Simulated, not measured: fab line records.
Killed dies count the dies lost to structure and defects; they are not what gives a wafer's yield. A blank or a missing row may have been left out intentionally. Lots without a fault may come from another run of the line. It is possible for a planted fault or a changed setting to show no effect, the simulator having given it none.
Matching of chambers / flow n5_finfet / N5_BEOL_M0_SAQP_ETCH_102 on rie_si-04: 4 sister chambers
The step etches SiO2 in CF4, target depth 4 nm, time 4.4 s. 14 wafers are shown with their chamber, then 7 later ones without.

EACH WAFER AND ITS CHAMBER
wafer=L488.2; chamber=1; throttle_valve_pct (%)=21.54; oes_product_au (a.u.)=0.998
wafer=L488.3; chamber=3; throttle_valve_pct (%)=21.47; oes_product_au (a.u.)=0.983
wafer=L488.5; chamber=3; throttle_valve_pct (%)=21.46; oes_product_au (a.u.)=0.989
wafer=L495.1; chamber=2; throttle_valve_pct (%)=22.00; oes_product_au (a.u.)=0.996
wafer=L495.4; chamber=0; throttle_valve_pct (%)=21.53; oes_product_au (a.u.)=0.931
wafer=L495.5; chamber=1; throttle_valve_pct (%)=21.47; oes_product_au (a.u.)=1.004
wafer=L496.2; chamber=3; throttle_valve_pct (%)=21.47; oes_product_au (a.u.)=0.994
wafer=L496.3; chamber=1; throttle_valve_pct (%)=21.47; oes_product_au (a.u.)=0.992
wafer=L496.4; chamber=2; throttle_valve_pct (%)=22.01; oes_product_au (a.u.)=1.002
wafer=L501.3; chamber=3; throttle_valve_pct (%)=21.47; oes_product_au (a.u.)=0.998
wafer=L501.4; chamber=1; throttle_valve_pct (%)=21.45; oes_product_au (a.u.)=0.994
wafer=L501.6; chamber=3; throttle_valve_pct (%)=21.45; oes_product_au (a.u.)=0.995
wafer=L502.3; chamber=0; throttle_valve_pct (%)=21.51; oes_product_au (a.u.)=0.942
wafer=L502.4; chamber=1; throttle_valve_pct (%)=21.48; oes_product_au (a.u.)=0.990

SIGNATURES, as means of the wafers listed above
reading=throttle_valve_pct; chamber 0=21.5200; chamber 1=21.4820; chamber 2=22.0050; chamber 3=21.4640; scatter within a chamber=0.0229
reading=oes_product_au; chamber 0=0.93650; chamber 1=0.99560; chamber 2=0.99900; chamber 3=0.99180; scatter within a chamber=0.00584
Rule: a wafer's distance from a chamber is the root of the sum, over the readings, of the square of ((its reading less the chamber's mean) divided by the reading's scatter). The wafer belongs to the nearest chamber; if the next one is less than 2 further off, it can't be placed. The scatter is the square root of a quotient: the sum, over the shown wafers, of each reading's squared deviation from its chamber's mean, divided by wafers minus chambers.

WAFERS WHOSE CHAMBER IS MISSING
wafer=L502.5; throttle_valve_pct (%)=21.52; oes_product_au (a.u.)=0.930
wafer=L507.1; throttle_valve_pct (%)=21.47; oes_product_au (a.u.)=1.001
wafer=L507.2; throttle_valve_pct (%)=22.00; oes_product_au (a.u.)=0.998
wafer=L507.5; throttle_valve_pct (%)=21.48; oes_product_au (a.u.)=1.021
wafer=L508.4; throttle_valve_pct (%)=22.01; oes_product_au (a.u.)=0.994
wafer=L508.5; throttle_valve_pct (%)=21.99; oes_product_au (a.u.)=0.991
wafer=L508.6; throttle_valve_pct (%)=21.47; oes_product_au (a.u.)=1.006

EACH ONE'S CHAMBER
wafer=L502.5; from the rows above=0; in truth=0
wafer=L507.1; from the rows above=can't be placed: 1 or 3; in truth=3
wafer=L507.2; from the rows above=2; in truth=2
wafer=L507.5; from the rows above=can't be placed: 1 or 3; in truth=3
wafer=L508.4; from the rows above=2; in truth=2
wafer=L508.5; from the rows above=2; in truth=2
wafer=L508.6; from the rows above=can't be placed: 1 or 3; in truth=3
4 of 7 placed correctly. These rows do not allow placing 3 (true chamber among the candidates in 3). Placed wrongly: 0.
